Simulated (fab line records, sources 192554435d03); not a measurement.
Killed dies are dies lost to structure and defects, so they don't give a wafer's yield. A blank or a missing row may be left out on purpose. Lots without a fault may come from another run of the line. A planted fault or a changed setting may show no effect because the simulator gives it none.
Split-lot experiment | flow n5_finfet | 7 lots, 21 wafers read, on a route of 1938 steps

THE SPLIT
At N5_BEOL_M11_COAT_05 (resist thk 90 nm), the setting spin_rpm was moved away from the recipe's 1500 rpm on 3 of the 21 wafers read, by +7.7% to +10.7%. The other wafers ran this setting at the recipe's value.

FROM THE SPLIT TO THE READING: what the file shows between them, 4 steps
- N5_BEOL_M11_EBR_07
- N5_BEOL_M11_SOFTBAKE_06: time 60 s
- N5_BEOL_M11_EXPOSE_08: exposes mask M11
- N5_BEOL_M11_PEB_09: peb time 60 s

THE READING
CAR-ArF_of_BEOL_M11_COAT_05.thk_nm (the simulator's own value, which no gauge read), in nm, at N5_BEOL_M11_DEVELOP_10 (develop time 30 s). The file gives no usual value for it. The 18 wafers here that ran the recipe average 88.2 nm, standard deviation 0.41 nm.

wafer  | tool, chamber at the split | spin_rpm as run, rpm | against the recipe | CAR-ArF_of_BEOL_M11_COAT_05.thk_nm, nm | against lot-mates on the recipe
L074.1 | litho_track-05, 0          | 1500                 | recipe             | 89                                     | -
L074.2 | litho_track-05, 0          | 1500                 | recipe             | 89                                     | -
L074.6 | litho_track-05, 0          | 1500                 | recipe             | 88.8                                   | -
L075.1 | litho_track-04, 0          | 1500                 | recipe             | 87.8                                   | -
L075.2 | litho_track-04, 0          | 1500                 | recipe             | 88.4                                   | -
L075.3 | litho_track-04, 0          | 1500                 | recipe             | 88.2                                   | -
L084.2 | litho_track-04, 0          | 1500                 | recipe             | 87.6                                   | -
L084.3 | litho_track-04, 0          | 1500                 | recipe             | 88                                     | -
L084.6 | litho_track-04, 0          | 1500                 | recipe             | 88                                     | -
L082.2 | litho_track-03, 0          | 1616                 | +7.7%              | 84.2                                   | -3.4
L082.3 | litho_track-03, 0          | 1500                 | recipe             | 87.6                                   | -
L082.5 | litho_track-03, 0          | 1616                 | +7.7%              | 84.4                                   | -3.2
L087.1 | litho_track-03, 0          | 1500                 | recipe             | 88.2                                   | -
L087.5 | litho_track-03, 0          | 1500                 | recipe             | 88.2                                   | -
L087.2 | litho_track-03, 0          | 1500                 | recipe             | 88.4                                   | -
L085.1 | litho_track-05, 0          | 1500                 | recipe             | 87.8                                   | -
L085.6 | litho_track-05, 0          | 1500                 | recipe             | 87.8                                   | -
L085.4 | litho_track-05, 0          | 1661                 | +10.7%             | 83.6                                   | -4.2
L097.1 | litho_track-04, 0          | 1500                 | recipe             | 88.2                                   | -
L097.2 | litho_track-04, 0          | 1500                 | recipe             | 88                                     | -
L097.5 | litho_track-04, 0          | 1500                 | recipe             | 88                                     | -

THE FIT
A straight line over all 21 wafers: CAR-ArF_of_BEOL_M11_COAT_05.thk_nm changes by -0.462 nm for each +1% of spin_rpm; r = -0.96; the points scatter about the line by 0.42 nm.
The same after taking each lot's own level away (the mean of its wafers on the recipe; 21 wafers): -0.409 nm for each +1%; r = -0.99; scatter 0.16 nm.
On that fit, the largest move of spin_rpm shifts the reading by 4.4 nm.
The lots' own levels span 87.60 to 88.93 nm, that is 3.2 times the standard deviation above.
So the lot-to-lot level changes the slope: the two fits differ.
Check: with one of the wafers moved furthest among these (+10.7%) left out of the fit, the line predicts -4.58 nm for it against its lot-mates. It came out at -4.2 nm against them.

THE WHOLE CHAIN: every reading that the file lists as answering this split, in the file's order
step                   | what it does      | reading                                                                             | change (the file's fit)               | r (the file's)
N5_BEOL_M11_COAT_05    | resist thk 90 nm  | CAR-ArF_of_BEOL_M11_COAT_05.thk_nm (the simulator's own value, which no gauge read) | -0.408 nm for each +1% of the setting | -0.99
N5_BEOL_M11_DEVELOP_10 | develop time 30 s | CAR-ArF_of_BEOL_M11_COAT_05.thk_nm (the simulator's own value, which no gauge read) | -0.403 nm for each +1% of the setting | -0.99

THE FILE'S OWN FIT
CAR-ArF_of_BEOL_M11_COAT_05.thk_nm changes by -0.403 nm for each +1% of spin_rpm, r = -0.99.
